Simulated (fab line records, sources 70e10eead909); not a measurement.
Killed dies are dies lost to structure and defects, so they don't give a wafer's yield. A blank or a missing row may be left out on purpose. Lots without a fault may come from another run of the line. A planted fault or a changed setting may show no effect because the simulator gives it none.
Chamber matching | flow nand_harc | NHARC_P_M0_STRIP_18 on rie_diel-09: 4 sister chambers
The step strips in N2/H2. 8 wafers are shown with their chamber, then 12 later ones without.

WAFERS WITH THEIR CHAMBER
wafer  | chamber | drypump_motor_current_A (A) | showerhead_plenum_p_Torr (Torr)
L084.2 | 2       | 4.6                         | 1.93
L084.4 | 3       | 5.6                         | 1.89
L084.6 | 2       | 4.7                         | 1.93
L086.2 | 1       | 6.0                         | 1.91
L086.3 | 3       | 5.6                         | 1.88
L089.1 | 0       | 5.2                         | 2.00
L089.5 | 0       | 5.2                         | 2.00
L089.6 | 1       | 6.0                         | 1.90

WAFERS WITHOUT THEIR CHAMBER
wafer  | drypump_motor_current_A (A) | showerhead_plenum_p_Torr (Torr)
L090.2 | 5.2                         | 2.00
L090.3 | 5.6                         | 1.88
L090.6 | 5.6                         | 1.88
L091.1 | 5.6                         | 1.88
L091.4 | 4.7                         | 1.93
L091.5 | 6.0                         | 1.90
L092.1 | 5.2                         | 2.00
L092.3 | 5.5                         | 1.88
L092.5 | 6.0                         | 1.90
L093.3 | 6.0                         | 1.90
L093.5 | 5.2                         | 2.00
L093.6 | 6.0                         | 1.90

WHICH CHAMBER EACH WENT THROUGH
wafer  | from the rows above | in truth
L090.2 | 0                   | 0
L090.3 | 3                   | 3
L090.6 | 3                   | 3
L091.1 | 3                   | 3
L091.4 | 2                   | 2
L091.5 | 1                   | 1
L092.1 | 0                   | 0
L092.3 | 3                   | 3
L092.5 | 1                   | 1
L093.3 | 1                   | 1
L093.5 | 0                   | 0
L093.6 | 1                   | 1
Placed correctly: 12 of 12. Can't be placed from these rows: 0. Placed wrongly: 0.
How it was worked out, from the rows above alone: a wafer's distance from a chamber is the root of the sum, over the readings, of the square of ((its reading less the chamber's mean) divided by the reading's scatter). The wafer belongs to the nearest chamber; if the next one is less than 2 further off, it can't be placed. A chamber's mean is the mean of its shown wafers. The scatter: the root of (the sum of the squares of (reading less its chamber's mean) over the shown wafers, divided by (wafers less chambers)).
